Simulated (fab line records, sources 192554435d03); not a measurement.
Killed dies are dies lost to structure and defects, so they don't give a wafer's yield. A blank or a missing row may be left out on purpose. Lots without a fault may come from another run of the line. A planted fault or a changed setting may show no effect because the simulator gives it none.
A struck lot beside a sound one | flow n5_finfet | 16 steps out of a route of 1938
Sound: wafers L744.1, L744.4, L744.6. Struck: wafer L758.6. (L758.1, L758.5 of the same lot were not struck and are left out.) The cause comes at the end.
At each step with rows: each side's tool, then ch and its chambers, then its first start. Under that, the readings that differ: sound wafers | struck wafers | difference of the means | sigmas: that difference in standard deviations of wafers without a fault.
alike: readings whose means differ by less than 2 such deviations, and words and numbers that are the same on both sides. not compared: withheld readings, readings that some wafer has no value for, bounds like >300 that may hide the same value, and numbers for which the record gives no deviation and whose values overlap.
The two part at a step that has a row with sigmas, a row that says differs or no value, or rows on one side only. Numbers that don't overlap but have no deviation are shown without sigmas and don't part them. A reading that every wafer of one side lacks parts them only if that side has two wafers or more.

first, 8 steps without rows for these wafers: N5_HKMG_FIN_COAT_41 (time 60 s, resist thk 300 nm); N5_HKMG_FIN_COAT_42 (time 60 s, resist thk 35 nm); N5_HKMG_FIN_COAT_43 (resist thk 90 nm); N5_HKMG_FIN_EBR_45; N5_HKMG_FIN_SOFTBAKE_44 (time 60 s); N5_HKMG_FIN_EXPOSE_46 (exposes mask NDIPOLE); N5_HKMG_FIN_PEB_47 (peb time 60 s); N5_HKMG_FIN_DEVELOP_48 (develop time 30 s).
N5_HKMG_FIN_CD_MEAS_49: target cd 202 nm.
  sound on cd_sem-02 ch 0, day 4 10:10; struck on cd_sem-03 ch 0, day 8 01:23
  reading    | sound             | struck | difference | sigmas
  cd_nm (nm) | 200.3 200.4 201.9 | 202.1  | +1.2       | +2
N5_HKMG_FIN_OVL_MEAS_50:
  sound on overlay-01 ch 0, day 4 10:11; struck on overlay-02 ch 0, day 8 01:25
  alike: NDIPOLE_OVL
N5_HKMG_FIN_INSPECT_61: inspects for defects (macro).
  sound on defect_inspect-02, day 4 10:13; struck on defect_inspect-02, day 8 01:27
  alike: raw_defect_count
N5_HKMG_FIN_DESCUM_53: chemistry O2, time 7.9 s.
  sound on rie_diel-01 ch 0,1,3, day 4 10:26; struck on rie_diel-04 ch 0, day 8 01:29
  alike: drypump_motor_current_A, o2_flow_sccm, oes_product_au, rf_vpp_V, showerhead_plenum_p_Torr, throttle_valve_pct
  not compared: rf_hours_counter_h
N5_HKMG_FIN_ETCH_54: etches SiARC in CF4, target depth 45.5 nm, time 75.8 s.
  sound on rie_diel-01 ch 0,1,3, day 4 10:28; struck on rie_diel-04 ch 0, day 8 01:31
  reading                         | sound             | struck | difference | sigmas
  cf4_flow_sccm (sccm)            | 99.61 99.45 99.76 | 69.89  | -29.72     | -99 or more
  etch_rf_on_time_s (s)           | 74.9 74.9 74.1    | 79.6   | +5.0       | +5
  oes_product_au (a.u.)           | 0.61 0.82 0.79    | 0.59   | -0.15      | -2
  showerhead_plenum_p_Torr (Torr) | 2.21 2.10 2.27    | 1.90   | -0.29      | -5
  throttle_valve_pct (%)          | 15.64 15.32 15.29 | 14.57  | -0.85      | -4
  alike: drypump_motor_current_A, rf_vpp_V
  not compared: rf_hours_counter_h
N5_HKMG_FIN_ETCH_55: etches SOC in N2/H2, target depth 240 nm, time 300 s.
  sound on rie_diel-01 ch 0,1,3, day 4 10:31; struck on rie_diel-04 ch 0, day 8 01:34
  alike: drypump_motor_current_A, oes_product_au, rf_vpp_V, showerhead_plenum_p_Torr, throttle_valve_pct
  not compared: rf_hours_counter_h
-- the record jumps here: 5 days lie between the struck wafers' starts before and after (it left off in module HKMG_FIN and takes up again in module BEOL_M4, whose first step shown is number 1111 of the route) --
N5_BEOL_M4_RC_MEAS_101:
  sound on prober-02 ch 0, day 7 20:25; struck on prober-01 ch 0, day 12 16:43
  reading       | sound          | struck | difference | sigmas
  ION_N (uA/um) | 703 678 680    | 659    | -28        | -3
  ION_P (uA/um) | 479 470 469    | 451    | -22        | -3
  SS_N (mV/dec) | 71.3 71.3 70.7 | 72.1   | +1.0       | +2
  SS_P (mV/dec) | 74.4 73.4 73.1 | 72.5   | -1.1       | -2
  VT_P (mV)     | -246 -247 -249 | -257   | -10        | -3
  alike: DIBL_N, DIBL_P, IOFF_N, IOFF_P, VT_N
-- the record jumps here: 4 days lie between the struck wafers' starts before and after (it left off in module BEOL_M4 and takes up again in module PASSIVATION, whose first step shown is number 1936 of the route) --
N5_PASSIVATION_PROBE_49:
  sound on prober-01, day 12 10:18; struck on prober-02, day 16 16:47
  reading                  | sound          | struck | difference | sigmas
  defect_limited_yield (%) | 89.1 88.8 89.9 | 94.1   | +4.8       | +3
  killed_at_M0_to_M3       | 65 51 58       | 17     | -41        | -4
  killed_dies              | 129 132 119    | 70     | -57        | -4
  killed_open              | 89 90 75       | 48     | -37        | -3
  killed_short             | 40 41 44       | 22     | -20        | -3
  sort_bin_5_function (%)  | 6.1 6.9 5.8    | 3.4    | -2.9       | -3
  sort_bin_6_memory (%)    | 4.5 3.8 3.9    | 2.2    | -1.9       | -3
  sort_n_pass              | 1051 1048 1061 | 1110   | +57        | +4
  sort_yield_pct (%)       | 89.1 88.8 89.9 | 94.1   | +4.8       | +3
  alike: killed_at_M4_up, killed_at_contacts, killed_at_front_end, killed_at_other, killed_on_rim

WHERE THEY PART
First at N5_HKMG_FIN_CD_MEAS_49; last, within this record, at N5_PASSIVATION_PROBE_49.

WHY: what the simulator had put in
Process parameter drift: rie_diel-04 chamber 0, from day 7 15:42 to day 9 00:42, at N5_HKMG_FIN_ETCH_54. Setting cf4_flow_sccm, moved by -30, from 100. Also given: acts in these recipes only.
